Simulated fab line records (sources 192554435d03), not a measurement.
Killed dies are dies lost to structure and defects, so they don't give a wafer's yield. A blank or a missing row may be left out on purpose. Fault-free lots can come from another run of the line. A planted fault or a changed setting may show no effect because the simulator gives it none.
Split-lot study -- flow n5 finfet -- 21 wafers read from 7 lots, route of 1938 steps

## SPLIT DETAILS
At N5_MIM_BOT_ETCH_ETCH_03 (etches the open film in Cl2/BCl3, target depth 12 nm), the setting icp w was moved away from the recipe's 800 W on 8 of the 21 wafers read, by -15.5% to +16.4%. This setting was run at the recipe's value on the other wafers.

Reading taken at the split's own step.

## THE READING
etch.depth nm (the simulator's own value, which no gauge read), in nm, at N5_MIM_BOT_ETCH_ETCH_03 (etches the open film in Cl2/BCl3, target depth 12 nm). No usual value for it is given in the file. Across the 13 wafers here that went through the recipe, the average is 12.47 nm and the standard deviation 0.49 nm.

wafer,"tool, chamber at the split","icp w as run, W",against the recipe,"etch.depth nm, nm",against lot-mates on the recipe
L084.3,"rie metal-02, 0",800,recipe,12.68,-
L084.4,"rie metal-02, 1",800,recipe,11.56,-
L084.5,"rie metal-02, 1",800,recipe,11.6,-
L090.1,"rie metal-02, 0",763.3,-4.6%,12.09,-0.47
L090.2,"rie metal-02, 1",763.3,-4.6%,11.15,-1.41
L090.5,"rie metal-02, 0",800,recipe,12.56,-
L087.1,"rie metal-03, 0",800,recipe,12.89,-
L087.5,"rie metal-03, 0",931.2,+16.4%,14.73,+1.84
L087.6,"rie metal-03, 1",931.2,+16.4%,14.4,+1.51
L088.1,"rie metal-03, 0",800,recipe,12.92,-
L088.4,"rie metal-03, 0",800,recipe,12.89,-
L088.5,"rie metal-03, 0",800,recipe,12.88,-
L096.3,"rie metal-02, 0",800,recipe,12.6,-
L096.5,"rie metal-02, 1",800,recipe,11.69,-
L096.6,"rie metal-02, 0",800,recipe,12.61,-
L093.2,"rie metal-03, 1",800,recipe,12.6,-
L093.4,"rie metal-03, 1",675.6,-15.5%,10.92,-1.68
L093.5,"rie metal-03, 1",675.6,-15.5%,10.91,-1.69
L095.1,"rie metal-03, 0",902,+12.7%,14.25,+1.56
L095.2,"rie metal-03, 1",800,recipe,12.69,-
L095.5,"rie metal-03, 1",902,+12.7%,14.01,+1.32

THE FIT
A straight line over all 21 wafers: etch.depth nm changes by +0.12 nm for each +1% of icp w; r = +0.91; the points scatter about the line by 0.46 nm.
The same after taking each lot's own level away (the mean of its wafers on the recipe; 21 wafers): +0.111 nm for each +1%; r = +0.94; scatter 0.34 nm.
The reading moves by 1.8 nm for the largest change in icp w, on that fit.
Measured against the standard deviation above, the lots' own levels, which go from 11.947 to 12.897 nm, span 2.0 times it.
The two slopes agree, so the slope changes little with the lot-to-lot level.
Check: for one of the wafers moved furthest among these (+16.4%), held out of the fit, the line's prediction against its lot-mates is +1.74 nm. Against them it came out at +1.84 nm.

## OTHER SPLITS ON THESE WAFERS
Other splits were also applied to these wafers ahead of the reading. Each is held against what the fit with the lots' levels taken away leaves over:
other split on the same wafers,wafers away from the commonest value,r with etch.depth nm (lot level and that fit taken away)
N5_BEOL_M14_COAT_58 spin rpm,4,+0.05
N5_MIM_BOT_ETCH_ETCH_04 time s,9,-0.07

## FILE'S OWN FIT
etch.depth nm changes by +0.11 nm for each +1% of icp w, r = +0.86.
